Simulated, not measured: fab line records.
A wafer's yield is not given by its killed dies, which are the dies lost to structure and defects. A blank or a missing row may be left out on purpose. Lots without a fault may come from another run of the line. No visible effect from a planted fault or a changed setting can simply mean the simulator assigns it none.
Matching of chambers || flow nand harc || 3 sister chambers for NHARC_A_STAIRCASE_DEP_301 on pecvd-01
The step deposits SiON, target thk 30 nm. 3 wafers are shown with their chamber, then 8 later ones without.

== WAFERS WITH THEIR CHAMBER ==
{"wafer": "L087.5", "chamber": 2, "heater power w (W)": 620}
{"wafer": "L088.4", "chamber": 1, "heater power w (W)": 828}
{"wafer": "L089.1", "chamber": 0, "heater power w (W)": 702}

== WAFERS WITHOUT THEIR CHAMBER ==
{"wafer": "L089.3", "heater power w (W)": 773}
{"wafer": "L089.4", "heater power w (W)": 798}
{"wafer": "L094.4", "heater power w (W)": 711}
{"wafer": "L094.5", "heater power w (W)": 655}
{"wafer": "L094.6", "heater power w (W)": 757}
{"wafer": "L095.1", "heater power w (W)": 746}
{"wafer": "L095.5", "heater power w (W)": 722}
{"wafer": "L095.6", "heater power w (W)": 732}

== WHICH CHAMBER EACH WENT THROUGH ==
{"wafer": "L089.3", "from the rows above": "can't be placed: 1 or 0", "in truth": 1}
{"wafer": "L089.4", "from the rows above": "can't be placed: 1 or 0", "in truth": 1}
{"wafer": "L094.4", "from the rows above": 0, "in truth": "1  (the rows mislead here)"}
{"wafer": "L094.5", "from the rows above": "can't be placed: 2 or 0", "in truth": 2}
{"wafer": "L094.6", "from the rows above": "can't be placed: 0 or 1", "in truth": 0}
{"wafer": "L095.1", "from the rows above": "can't be placed: 0 or 1", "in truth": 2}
{"wafer": "L095.5", "from the rows above": 0, "in truth": 0}
{"wafer": "L095.6", "from the rows above": "can't be placed: 0 or 1", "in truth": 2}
Correct placement for 1 of the 8. Can't be placed from these rows: 6 (the true chamber is among the candidates in 4). Wrongly placed: 1.
How it was worked out, from the rows above alone: a wafer's distance from a chamber is the root of the sum, over the readings, of the square of ((its reading less the chamber's mean) divided by the reading's scatter). If the next closest chamber is less than 2 further off than the closest, the wafer can't be placed; otherwise it belongs to the closest. A chamber's mean is the mean of its shown wafers. The scatter: with one shown wafer a chamber, the root of the mean of the squares of how far each hidden wafer lies from its nearest shown one.
